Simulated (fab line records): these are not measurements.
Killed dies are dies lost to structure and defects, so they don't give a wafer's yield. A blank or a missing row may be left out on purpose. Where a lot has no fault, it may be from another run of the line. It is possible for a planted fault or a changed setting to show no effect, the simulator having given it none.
fab line records	flow n5_finfet
record: lots: 7	wafers: 39
route steps=1938 shown BEOL_M6@1239 BEOL_M11@1590 BEOL_M13@1692 PASSIVATION@1916
start_h: hours from the record's opening day to when the first of the lot's shown wafers began	wait_h: time in hours since the lot's previous step	" unchanged from the row above	L1.1+2: one row covering several wafers at once	- no value, or no start given	* or withheld: withheld	< > ~ a bound
route shown NAME@n: a module of which the file shows steps, and the number in the route of the first	usual: mean and standard deviation over wafers with no fault	same: alike in all rows	chamber/n: place in a boat	sites: per-site readings	_std_site: standard deviation across them	_edge_site: outer sites' mean less inner sites'	radius_mm: how far each site lies from the wafer's centre	mask NAME#n: copy n	behind: the tool/chamber that last shaped the wafer	hold: what put the lot on hold/how long, in hours/how the hold closed	device: whichever transistor did not switch (one of n, p or np)	end of line: tests run on the same wafers once the route is complete	for a step that has no rows: nothing shown but its recipe	killed: at the first sort, the dies lost to defects and structure; wafer yield is something else	map: dies across one wafer; x = killed, . = not, _ = none there
set.NAME: the setting that was run; set.NAME@STEP: the one run at that earlier step	model.NAME: the simulator's own value behind a step, which no gauge read
lots whose settings were changed on purpose; a table a step, a row a wafer
== steps ==
step: N5_BEOL_M6_TRENCH_ETCH_37
recipe: chemistry: C4F6/O2	target_depth_a: 944.35	target: SiCOH_lowk	time_s: 31.5	ion_energy_ev: 250	pressure_mtorr: 30	source_w: 345	bias_w: 185	Ar_flow_sccm: 300	C4F6_flow_sccm: 10	O2_flow_sccm: 10
lot.wafer	tool	chamber	start_h	wait_h	set.time_s	model.BEOL_M6.feature_depth_nm	model.etch.depth_nm	model.TiN_of_BEOL_M6_HM_DEP_02.thk_nm
L074.2	rie_diel-02	1	-	-	31.5	92.2	92.22	17.6
L074.3	"	0	"	"	31.5	94.6	94.55	17.4
L074.6	"	1	"	"	31.5	91.8	91.88	17.8
L075.1	rie_diel-02	1	-	-	18.86	55.6	55.58	18.4
L075.2	"	3	"	"	31.5	95.8	95.8	17
L075.3	"	0	"	"	18.86	56.8	56.86	18.2
L075.4	"	1	"	"	31.5	93	93.01	17
L075.5	"	0	"	"	18.86	57	57.09	18
L075.6	"	3	"	"	31.5	94.6	94.62	17.4
L080.1	rie_diel-03	3	-	-	31.5	97.2	97.26	17.6
L080.2	"	0	"	"	31.5	92.2	92.21	17.4
L080.3	"	1	"	"	31.5	93.4	93.49	17.4
L080.4	"	0	"	"	31.5	92.4	92.5	17.6
L080.5	"	3	"	"	31.5	96.4	96.4	17.2
L080.6	"	1	"	"	31.5	94	94.02	17.6
L079.1	rie_diel-05	3	-	-	20.33	62	61.91	18.4
L079.2	"	2	"	"	20.33	61.4	61.35	18.4
L079.3	"	0	"	"	20.33	60.2	60.12	18.4
L079.4	"	1	"	"	31.5	94.2	94.16	17.2
L079.5	"	1	"	"	31.5	93.8	93.83	17.4
L079.6	"	2	"	"	31.5	95.8	95.77	17.4
L087.1	rie_diel-05	3	-	-	31.5	95.6	95.61	17.6
L087.2	"	2	"	"	31.5	94	93.94	17.2
L087.3	"	1	"	"	43.27	127.4	127.4	16.6
L087.4	"	2	"	"	43.27	128.6	128.6	16.2
L087.5	"	1	"	"	43.27	127.8	127.9	16.4
L087.6	"	3	"	"	31.5	95.4	95.42	17.4
L089.1	rie_diel-03	0	-	-	31.5	95.2	95.1	17.4
L089.2	"	1	"	"	31.5	93.2	93.21	17.6
L089.3	"	2	"	"	31.5	95.6	95.69	17.8
L089.4	"	2	"	"	31.5	95.8	95.89	17.6
L089.5	"	0	"	"	31.5	95.4	95.31	17.4
L089.6	"	1	"	"	31.5	93	92.95	17.6
L090.1	rie_diel-02	0	-	-	31.5	94.6	94.6	17.4
L090.2	"	3	"	"	31.5	95	94.97	17.6
L090.3	"	2	"	"	31.5	94.4	94.42	17.4
L090.4	"	1	"	"	31.5	91.8	91.77	17.4
L090.5	"	2	"	"	31.5	95.2	95.14	17.4
L090.6	"	1	"	"	31.5	92.2	92.29	17.4
step: N5_BEOL_M6_ETCH_41
recipe: chemistry: CH3F/O2	target: SiCN	target_depth_a: 297	taper_deg: 2	time_s: 52	ion_energy_ev: 120	mask_material: TiN	pressure_mtorr: 30	source_w: 395	bias_w: 75	Ar_flow_sccm: 150	CH3F_flow_sccm: 30	O2_flow_sccm: 20
step: N5_BEOL_M6_STRIP_80
recipe: chemistry: N2/H2	time_s: 10	power_w: 450	temp_c: 40	pressure_mtorr: 20	rf_frequency_hz: 6e+07	bias_power_w: 7	n2_flow_sccm: 200	h2_flow_sccm: 200
step: N5_BEOL_M6_OCD_MEAS_38
usual: trench_depth_nm: 94.7/1.3
lot.wafer	tool	chamber	start_h	wait_h	set.time_s@BEOL_M6_TRENCH_ETCH_37	trench_depth_nm
L074.2	ocd-02	-	189.95	-	31.5	92.1
L074.3	"	-	"	"	31.5	94.4
L074.6	"	-	"	"	31.5	92.2
L075.1	ocd-01	-	192.34	-	18.86	56.2
L075.2	"	-	"	"	31.5	96.1
L075.3	"	-	"	"	18.86	57.0
L075.4	"	-	"	"	31.5	93.0
L075.5	"	-	"	"	18.86	56.6
L075.6	"	-	"	"	31.5	94.6
L080.1	ocd-01	-	221.38	-	31.5	97.5
L080.2	"	-	"	"	31.5	92.4
L080.3	"	-	"	"	31.5	93.6
L080.4	"	-	"	"	31.5	92.4
L080.5	"	-	"	"	31.5	95.7
L080.6	"	-	"	"	31.5	93.5
L079.1	ocd-02	-	230.80	-	20.33	61.9
L079.2	"	-	"	"	20.33	61.0
L079.3	"	-	"	"	20.33	59.9
L079.4	"	-	"	"	31.5	94.1
L079.5	"	-	"	"	31.5	93.8
L079.6	"	-	"	"	31.5	95.6
L087.1	ocd-02	-	273.95	-	31.5	96.1
L087.2	"	-	"	"	31.5	93.7
L087.3	"	-	"	"	43.27	127.4
L087.4	"	-	"	"	43.27	128.9
L087.5	"	-	"	"	43.27	128.0
L087.6	"	-	"	"	31.5	95.5
L089.1	ocd-02	-	279.89	-	31.5	95.2
L089.2	"	-	"	"	31.5	93.7
L089.3	"	-	"	"	31.5	95.0
L089.4	"	-	"	"	31.5	95.8
L089.5	"	-	"	"	31.5	95.1
L089.6	"	-	"	"	31.5	92.7
L090.1	ocd-01	-	286.87	-	31.5	94.7
L090.2	"	-	"	"	31.5	94.7
L090.3	"	-	"	"	31.5	94.6
L090.4	"	-	"	"	31.5	91.8
L090.5	"	-	"	"	31.5	95.3
L090.6	"	-	"	"	31.5	92.6
step: N5_BEOL_M6_HM_STRIP_39
recipe: chemistry: peroxide_tin_strip	material: TiN	target_depth_a: 250	temp_c: 50	time_s: 158
step: N5_BEOL_M6_SRD_40
recipe: time_s: 30	temp_c: 23	rinse_liquid: diw	dry: ipa_marangoni
step: N5_BEOL_M6_ECD_50
recipe: material: Cu	target_thk_a: 3000
step: N5_BEOL_M6_ANNEAL_51
recipe: temp_c: 225	time_s: 90	ambient: N2
step: N5_BEOL_M6_CMP_52
recipe: stop_on: SiCOH_lowk	t_overpolish_s: 6.9	down_force_psi: 1	platen_rpm: 50	clearing_platen_down_force_psi: 1.5	clearing_platen_rpm: 50	post_cmp_clean: cu_alkaline	target_thk_nm: 80	clearing_platen_pad_velocity_m_s: 0.99484	pad_velocity_m_s: 0.99484
lot.wafer	tool	chamber	start_h	wait_h	set.time_s@BEOL_M6_TRENCH_ETCH_37	model.Cu_of_BEOL_M6_ECD_50.thk_nm
L074.3	cmp-01	2	194.98	0.2	31.5	81.6
L074.2	"	0	"	"	31.5	78.8
L074.6	"	1	"	"	31.5	79.2
L075.1	cmp-02	2	196.86	0.3	18.86	41.2
L075.4	"	3	"	"	31.5	77.2
L075.2	"	0	"	"	31.5	82.2
L075.3	"	1	"	"	18.86	41.6
L075.6	"	2	"	"	31.5	79.8
L075.5	"	3	"	"	18.86	42.6
L080.3	cmp-04	1	227.80	0.2	31.5	79
L080.4+6	"	2,1	"	"	31.5	79.2
L080.1	"	3	"	"	31.5	82
L080.2	"	0	"	"	31.5	78.4
L080.5	"	2	"	"	31.5	82.8
L079.1	cmp-01	3	236.98	0.3	20.33	48.2
L079.2	"	0	"	"	20.33	46.4
L079.4	"	1	"	"	31.5	79
L079.3	"	2	"	"	20.33	46.2
L079.5	"	3	"	"	31.5	79.4
L079.6	"	0	"	"	31.5	81.8
L087.1	cmp-02	3	275.86	0.3	31.5	78.8
L087.3	"	0	"	"	43.27	113.4
L087.2	"	1	"	"	31.5	76.4
L087.4	"	2	"	"	43.27	113
L087.6	"	3	"	"	31.5	79
L087.5	"	0	"	"	43.27	112.6
L089.4+3	cmp-04	1,2	283.64	0.1	31.5	81.8
L089.2	"	3	"	"	31.5	77.4
L089.1	"	0	"	"	31.5	82
L089.5	"	1	"	"	31.5	81.2
L089.6	"	2	"	"	31.5	79.2
L090.2	cmp-02	1	289.02	0.2	31.5	79.4
L090.1	"	2	"	"	31.5	80.2
L090.3	"	3	"	"	31.5	78
L090.4	"	0	"	"	31.5	77.4
L090.6	"	1	"	"	31.5	76.2
L090.5	"	2	"	"	31.5	79.2
step: N5_BEOL_M6_THK_MEAS_53
recipe: thk_meas_gauge: xrf	reads: Cu_of_BEOL_M6_ECD_50
usual: M6_THK: 79.6/1.8
lot.wafer	tool	chamber	start_h	wait_h	set.time_s@BEOL_M6_TRENCH_ETCH_37	M6_THK[nm]
L074.2	film_metro-01	-	195.24	-	31.5	77.2
L074.3	"	-	"	"	31.5	79.9
L074.6	"	-	"	"	31.5	77.5
L075.1	film_metro-01	-	197.15	-	18.86	41.4
L075.2	"	-	"	"	31.5	82.2
L075.3	"	-	"	"	18.86	41.7
L075.4	"	-	"	"	31.5	77.0
L075.5	"	-	"	"	18.86	42.7
L075.6	"	-	"	"	31.5	80.0
L080.1	film_metro-01	-	228.09	-	31.5	81.4
L080.2	"	-	"	"	31.5	77.8
L080.3	"	-	"	"	31.5	78.3
L080.4	"	-	"	"	31.5	78.8
L080.5	"	-	"	"	31.5	82.0
L080.6	"	-	"	"	31.5	78.6
L079.1	film_metro-01	-	237.27	-	20.33	47.7
L079.2	"	-	"	"	20.33	45.9
L079.3	"	-	"	"	20.33	45.7
L079.4	"	-	"	"	31.5	78.4
L079.5	"	-	"	"	31.5	78.7
L079.6	"	-	"	"	31.5	81.0
L087.1	film_metro-01	-	276.16	-	31.5	78.8
L087.2	"	-	"	"	31.5	76.5
L087.3	"	-	"	"	43.27	113.2
L087.4	"	-	"	"	43.27	112.8
L087.5	"	-	"	"	43.27	112.0
L087.6	"	-	"	"	31.5	78.9
L089.1	film_metro-02	-	283.93	-	31.5	81.2
L089.2	"	-	"	"	31.5	76.5
L089.3	"	-	"	"	31.5	81.1
L089.4	"	-	"	"	31.5	81.3
L089.5	"	-	"	"	31.5	80.3
L089.6	"	-	"	"	31.5	78.3
L090.1	film_metro-02	-	289.32	-	31.5	80.0
L090.2	"	-	"	"	31.5	79.2
L090.3	"	-	"	"	31.5	78.0
L090.4	"	-	"	"	31.5	76.9
L090.5	"	-	"	"	31.5	79.3
L090.6	"	-	"	"	31.5	75.9
step: N5_BEOL_M6_PRE_CLEAN_55
recipe: gas: NH3	time_s: 15	temp_c: withheld	rf_power_w: 300
step: N5_BEOL_M6_DEP_56
recipe: material: SiCN	target_thk_a: 100	temp_c: withheld	precursor: 3MS/NH3	pressure_torr: 3	rf_w: 202	time_s: 17.5
step: N5_BEOL_M6_RS_MEAS_57
recipe: thk_meas_gauge: four-point-probe	reads: Cu_of_BEOL_M6_ECD_50+Co_of_BEOL_M6_CVD_78+TaN_of_BEOL_M6_ALD_77
usual: M6_RS: 0.285/0.0073
lot.wafer	tool	chamber	start_h	wait_h	set.time_s@BEOL_M6_TRENCH_ETCH_37	M6_RS[ohm/sq]
L074.2	film_metro-01	-	195.40	0.1	31.5	0.290
L074.3	"	-	"	"	31.5	0.279
L074.6	"	-	"	"	31.5	0.289
L075.1	film_metro-01	-	197.28	0.1	18.86	0.645
L075.2	"	-	"	"	31.5	0.276
L075.3	"	-	"	"	18.86	0.639
L075.4	"	-	"	"	31.5	0.298
L075.5	"	-	"	"	18.86	0.620
L075.6	"	-	"	"	31.5	0.286
L080.1	film_metro-01	-	228.25	0.1	31.5	0.277
L080.2	"	-	"	"	31.5	0.292
L080.3	"	-	"	"	31.5	0.290
L080.4	"	-	"	"	31.5	0.289
L080.5	"	-	"	"	31.5	0.275
L080.6	"	-	"	"	31.5	0.289
L079.1	film_metro-02	-	237.40	0.1	20.33	0.529
L079.2	"	-	"	"	20.33	0.557
L079.3	"	-	"	"	20.33	0.560
L079.4	"	-	"	"	31.5	0.290
L079.5	"	-	"	"	31.5	0.288
L079.6	"	-	"	"	31.5	0.279
L087.1	film_metro-01	-	276.29	0.1	31.5	0.290
L087.2	"	-	"	"	31.5	0.302
L087.3	"	-	"	"	43.27	0.191
L087.4	"	-	"	"	43.27	0.192
L087.5	"	-	"	"	43.27	0.192
L087.6	"	-	"	"	31.5	0.289
L089.1	film_metro-02	-	284.06	0.1	31.5	0.278
L089.2	"	-	"	"	31.5	0.297
L089.3	"	-	"	"	31.5	0.279
L089.4	"	-	"	"	31.5	0.279
L089.5	"	-	"	"	31.5	0.281
L089.6	"	-	"	"	31.5	0.289
L090.1	film_metro-02	-	289.45	0.1	31.5	0.285
L090.2	"	-	"	"	31.5	0.288
L090.3	"	-	"	"	31.5	0.294
L090.4	"	-	"	"	31.5	0.298
L090.5	"	-	"	"	31.5	0.290
L090.6	"	-	"	"	31.5	0.303
step: N5_BEOL_M11_ALD_74
recipe: material: TaN	target_thk_a: 20	temp_c: 275	ald_precursor_family: PDMAT	ald_co_reactant: NH3	pressure_torr: 3	carrier_flow_sccm: 1500	pulse_time_s: 2	purge_time_s: 3	co_reactant_purge_time_s: 2	co_reactant_pulse_time_s: 3	ald_cycles: 40	precursor_vessel_temp_c: 75	precursor_vessel_pressure_torr: 26.25	precursor_vessel_carrier_sccm: 1000
lot.wafer	tool	chamber	start_h	wait_h	set.ald_cycles	model.TaN_of_BEOL_M11_ALD_74.thk_nm
L075.1+3+6	ald_metal-01	3,1,1	238.35	0.1	21	1
L075.2+4+5	"	2,0,2	"	"	40	2
L074.2+3+6	ald_metal-03	3,0,1	239.52	0.0	40	2
L080.1+3+4	ald_metal-01	1,3,2	274.51	0.0	40	2
L080.2+5+6	"	0,0,1	"	"	47	2.4
L079.1+2+3+4+5+6	ald_metal-04	1,2,0,3,3,0	284.12	0.0	40	2
L089.1+4+6	ald_metal-01	2,3,2	321.61	0.0	61	3
L089.2+3+5	"	3,1,1	"	"	40	2
L087.1+2+3+4+5+6	ald_metal-01	2,1,3,0,2,1	329.45	0.1	40	2
L090.1+2+3+4+5+6	ald_metal-04	0,3,1,2,0,3	331.95	0.0	40	2
step: N5_BEOL_M13_DESCUM_33
recipe: chemistry: O2	time_s: 7.9	source_power_w: 50	bias_power_w: 20	pressure_mtorr: 20	rf_frequency_hz: 2.712e+07	temp_c: 40	o2_flow_sccm: 225
lot.wafer	tool	chamber	start_h	wait_h	set.time_s	model.coat_of_BEOL_M13_COAT_22.thk_nm
L075.1+6	rie_diel-01	3	252.02	0.0	7.9	282.2
L075.2	"	1	"	"	3.319	285.2
L075.3	"	0	"	"	3.319	283.6
L075.4	"	1	"	"	3.319	283.4
L075.5	"	0	"	"	7.9	282.8
L074.2	rie_diel-01	3	252.63	0.0	7.9	282
L074.3	"	0	"	"	7.9	282.6
L074.6	"	1	"	"	7.9	281.6
L080.1	rie_diel-06	2	281.89	0.0	3.263	285.8
L080.2+5	"	0,2	"	"	3.263	286
L080.3	"	1	"	"	7.9	283.8
L080.4	"	3	"	"	7.9	283.2
L080.6	"	3	"	"	7.9	282.8
L079.1	rie_diel-01	3	294.99	0.2	7.9	284.8
L079.2+3	"	2,1	"	"	5.225	285.8
L079.4	"	0	"	"	5.225	286.4
L079.5+6	"	2,3	"	"	7.9	284.6
L089.1	rie_diel-01	3	332.69	0.0	7.9	282.4
L089.2	"	1	"	"	4.953	283.8
L089.3	"	0	"	"	7.9	282.2
L089.4	"	2	"	"	7.9	282.6
L089.5+6	"	0,3	"	"	4.953	284
L087.1+5	rie_diel-01	2,1	338.45	0.0	10.48	282.2
L087.2	"	3	"	"	10.48	282.6
L087.3	"	0	"	"	7.9	284.2
L087.4	"	1	"	"	7.9	283.4
L087.6	"	0	"	"	7.9	283.2
L090.1	rie_diel-06	2	340.29	0.0	4.491	285
L090.2	"	3	"	"	4.491	284.2
L090.3	"	1	"	"	4.491	285.2
L090.4	"	0	"	"	7.9	283.2
L090.5	"	3	"	"	7.9	283.4
L090.6	"	2	"	"	7.9	283
step: N5_BEOL_M13_ETCH_67
recipe: chemistry: CF4	target: SiARC	target_depth_a: 1430	time_s: 238.3	ion_energy_ev: 80	pressure_mtorr: 40	source_w: 545	bias_w: 36	Ar_flow_sccm: 100	cf4_flow_sccm: 100	ends: cleared
lot.wafer	tool	chamber	start_h	wait_h	set.time_s@BEOL_M13_DESCUM_33	model.coat_of_BEOL_M13_COAT_22.thk_nm
L075.1+6	rie_diel-01	3	252.05	0.0	7.9	210.8
L075.2	"	1	"	"	3.319	213.8
L075.3	"	0	"	"	3.319	212.4
L075.4	"	1	"	"	3.319	211.8
L075.5	"	0	"	"	7.9	211
L074.2	rie_diel-01	3	252.66	0.0	7.9	210.4
L074.3	"	0	"	"	7.9	211.2
L074.6	"	1	"	"	7.9	210.2
L080.1+2	rie_diel-06	2,0	281.92	0.0	3.263	214.2
L080.3	"	1	"	"	7.9	212
L080.4	"	3	"	"	7.9	211.4
L080.5	"	2	"	"	3.263	214.4
L080.6	"	3	"	"	7.9	211
L079.1	rie_diel-01	3	295.02	0.0	7.9	213
L079.2	"	2	"	"	5.225	213.8
L079.3	"	1	"	"	5.225	214
L079.4	"	0	"	"	5.225	214.8
L079.5+6	"	2,3	"	"	7.9	212.8
L089.1+3	rie_diel-01	3,0	332.72	0.0	7.9	211
L089.2	"	1	"	"	4.953	212
L089.4	"	2	"	"	7.9	211.4
L089.5	"	0	"	"	4.953	212.8
L089.6	"	3	"	"	4.953	212.6
L087.1+5	rie_diel-01	2,1	338.49	0.0	10.48	210.4
L087.2	"	3	"	"	10.48	210.6
L087.3	"	0	"	"	7.9	212.4
L087.4	"	1	"	"	7.9	211.8
L087.6	"	0	"	"	7.9	211.6
L090.1+3	rie_diel-06	2,1	340.33	0.0	4.491	213.4
L090.2	"	3	"	"	4.491	212.4
L090.4	"	0	"	"	7.9	211.4
L090.5	"	3	"	"	7.9	211.6
L090.6	"	2	"	"	7.9	211.2
step: N5_PASSIVATION_PECVD_35
recipe: material: SiNx	target_thk_a: 7000	temp_c: 400	precursor: SiH4/NH3/N2	pressure_torr: 4.9	rf_w: 1406	time_s: 151.3
lot.wafer	tool	chamber	start_h	wait_h	set.time_s	model.SiNx_of_PASSIVATION_PECVD_35.thk_nm
L074.2	pecvd-04	1	280.96	0.1	151.3	690.4
L074.3	"	2	"	"	151.3	690.2
L074.6	"	0	"	"	151.3	709.4
L075.1	pecvd-02	1	281.33	0.1	151.3	698.4
L075.2	"	2	"	"	151.3	691.6
L075.3	"	0	"	"	151.3	690.4
L075.4+6	"	0,2	"	"	151.3	704.2
L075.5	"	1	"	"	151.3	702.6
L080.1	pecvd-03	0	311.81	0.1	151.3	691
L080.2	"	2	"	"	151.3	692.2
L080.3	"	1	"	"	151.3	700.4
L080.4	"	2	"	"	151.3	710.8
L080.5	"	1	"	"	151.3	702.2
L080.6	"	0	"	"	151.3	708
L079.1	pecvd-02	0	323.84	0.1	202.5	933.6
L079.2	"	1	"	"	151.3	694.4
L079.3	"	2	"	"	202.5	927.6
L079.4	"	1	"	"	151.3	701.2
L079.5	"	2	"	"	202.5	939.4
L079.6	"	0	"	"	151.3	705.6
L087.1	pecvd-03	1	374.41	0.1	151.3	699.6
L087.2	"	0	"	"	91.6	411.2
L087.3	"	2	"	"	151.3	694.2
L087.4	"	2	"	"	151.3	703.4
L087.5	"	0	"	"	91.6	431.6
L087.6	"	1	"	"	91.6	423
L089.1	pecvd-02	0	374.63	0.1	151.3	693.4
L089.2	"	1	"	"	151.3	694.8
L089.3	"	2	"	"	151.3	692.2
L089.4	"	1	"	"	151.3	708.4
L089.5	"	0	"	"	151.3	713.4
L089.6	"	2	"	"	151.3	710.4
L090.1	pecvd-04	1	378.81	0.1	151.3	687.4
L090.2	"	0	"	"	151.3	691
L090.3	"	2	"	"	151.3	684.8
L090.4	"	1	"	"	151.3	703.6
L090.5	"	0	"	"	151.3	703.2
L090.6	"	2	"	"	151.3	693.6
== key ==
split: step: N5_BEOL_M6_TRENCH_ETCH_37	setting: time_s	stated: 31.5	by: wafer
response: step: N5_BEOL_M6_TRENCH_ETCH_37	reading: model.BEOL_M6.feature_depth_nm	change: +0.924	per: 1%	r: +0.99
response: step: N5_BEOL_M6_TRENCH_ETCH_37	reading: model.etch.depth_nm	change: +0.924	per: 1%	r: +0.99
response: step: N5_BEOL_M6_TRENCH_ETCH_37	reading: model.TiN_of_BEOL_M6_HM_DEP_02.thk_nm	change: -0.0277	per: 1%	r: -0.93
response: step: N5_BEOL_M6_OCD_MEAS_38	reading: trench_depth_nm	change: +0.926	per: 1%	r: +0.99
response: step: N5_BEOL_M6_CMP_52	reading: model.Cu_of_BEOL_M6_ECD_50.thk_nm	change: +0.939	per: 1%	r: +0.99
response: step: N5_BEOL_M6_THK_MEAS_53	reading: M6_THK	change: +0.932	per: 1%	r: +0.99
response: step: N5_BEOL_M6_RS_MEAS_57	reading: M6_RS	change: -0.00635	per: 1%	r: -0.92
split: step: N5_BEOL_M11_ALD_74	setting: ald_cycles	stated: 40	by: wafer
response: step: N5_BEOL_M11_ALD_74	reading: model.TaN_of_BEOL_M11_ALD_74.thk_nm	change: +0.0201	per: 1%	r: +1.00
split: step: N5_BEOL_M13_DESCUM_33	setting: time_s	stated: 7.9	by: wafer
response: step: N5_BEOL_M13_DESCUM_33	reading: model.coat_of_BEOL_M13_COAT_22.thk_nm	change: -0.038	per: 1%	r: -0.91
response: step: N5_BEOL_M13_ETCH_67	reading: model.coat_of_BEOL_M13_COAT_22.thk_nm	change: -0.0394	per: 1%	r: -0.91
split: step: N5_PASSIVATION_PECVD_35	setting: time_s	stated: 151.3	by: wafer
response: step: N5_PASSIVATION_PECVD_35	reading: model.SiNx_of_PASSIVATION_PECVD_35.thk_nm	change: +6.97	per: 1%	r: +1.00
